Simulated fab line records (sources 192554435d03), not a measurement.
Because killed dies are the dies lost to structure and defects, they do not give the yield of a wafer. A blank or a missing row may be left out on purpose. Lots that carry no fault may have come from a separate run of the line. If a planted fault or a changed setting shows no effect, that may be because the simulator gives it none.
Split-lot experiment ; flow n5Finfet ; 7 lots, 21 wafers read, on a route of 1938 steps

ABOUT THE SPLIT
At N5_BEOL_M12_COAT_04 (resist thk 400 nm), the setting spinRpm was moved away from the recipe's 1625 rpm on 9 of the 21 wafers read, by -7.9% to +8.7%. This setting was run at the recipe's value on the other wafers.

FROM THE SPLIT TO THE READING: what the file shows between them, 3 steps
- N5_BEOL_M12_EBR_06
- N5_BEOL_M12_SOFTBAKE_05: time 60 s
- N5_BEOL_M12_DESCUM_15: chemistry O2, time 7.9 s

THE READING
coat_of_BEOL_M12_COAT_04.thkNm (the simulator's own value, which no gauge read), in nm, at N5_BEOL_M12_ETCH_59 (etches BARC in N2/H2, target depth 89 nm, overetch 26.7 nm, time 67.9 s). There is no usual value for it anywhere in the file. Average 316.6 nm, standard deviation 1.6 nm, over the 12 wafers here run with the recipe.

wafer;tool, chamber at the split;spinRpm as run, rpm;against the recipe;coat_of_BEOL_M12_COAT_04.thkNm, nm;against lot-mates on the recipe
L076.2;lithoTrack-01, 0;1625;recipe;315.8;-
L076.3;lithoTrack-01, 0;1625;recipe;315.4;-
L076.6;lithoTrack-01, 0;1757;+8.1%;300;-15.6
L084.1;lithoTrack-04, 0;1701;+4.7%;306.8;-9.6
L084.5;lithoTrack-04, 0;1625;recipe;316.4;-
L084.6;lithoTrack-04, 0;1701;+4.7%;307.6;-8.8
L088.1;lithoTrack-01, 0;1500;-7.7%;332.6;+17.0
L088.4;lithoTrack-01, 0;1625;recipe;315.6;-
L088.5;lithoTrack-01, 0;1500;-7.7%;332;+16.4
L089.2;lithoTrack-01, 0;1625;recipe;316.4;-
L089.5;lithoTrack-01, 0;1625;recipe;315.8;-
L089.6;lithoTrack-01, 0;1625;recipe;317.2;-
L090.3;lithoTrack-01, 0;1625;recipe;314.2;-
L090.5;lithoTrack-01, 0;1625;recipe;315.2;-
L090.6;lithoTrack-01, 0;1535;-5.5%;329;+14.3
L093.2;lithoTrack-05, 0;1496;-7.9%;336.4;+16.4
L093.4;lithoTrack-05, 0;1496;-7.9%;333;+13.0
L093.5;lithoTrack-05, 0;1625;recipe;320;-
L094.2;lithoTrack-01, 0;1767;+8.7%;301.4;-17.2
L094.4;lithoTrack-01, 0;1625;recipe;318.6;-
L094.6;lithoTrack-01, 0;1625;recipe;318.6;-

THE FIT
A straight line over all 21 wafers: coat_of_BEOL_M12_COAT_04.thkNm changes by -2.06 nm for each +1% of spinRpm; r = -0.99; the points scatter about the line by 1.6 nm.
The same after taking each lot's own level away (the mean of its wafers on the recipe; 21 wafers): -2.02 nm for each +1%; r = -0.99; scatter 1.1 nm.
The reading moves by 18 nm for the largest change in spinRpm, on that fit.
The lots' own levels span 314.70 to 320.00 nm, that is 3.3 times the standard deviation above.
The two slopes are in agreement: the lot-to-lot level therefore moves the slope only a little.
Check: for one of the wafers moved furthest among these (+8.7%), held out of the fit, the line's prediction against its lot-mates is -17.5 nm. It came out at -17.2 nm against them.

THE WHOLE CHAIN: every reading that the file lists as answering this split, in the file's order
step;what it does;reading;change (the file's fit);r (the file's)
N5_BEOL_M12_COAT_04;resist thk 400 nm;coat_of_BEOL_M12_COAT_04.thkNm (the simulator's own value, which no gauge read);-2.07 nm for each +1% of the setting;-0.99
N5_BEOL_M12_ETCH_59;etches BARC in N2/H2, target depth 89 nm, overetch 26.7 nm, time 67.9 s;coat_of_BEOL_M12_COAT_04.thkNm (the simulator's own value, which no gauge read);-2.03 nm for each +1% of the setting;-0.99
N5_BEOL_M12_STRIP_63;strips in N2/H2;stripTimeToEndpointS;withheld for each +1% of the setting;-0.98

THE FILE'S OWN FIT
coat_of_BEOL_M12_COAT_04.thkNm changes by -2.03 nm for each +1% of spinRpm, r = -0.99.
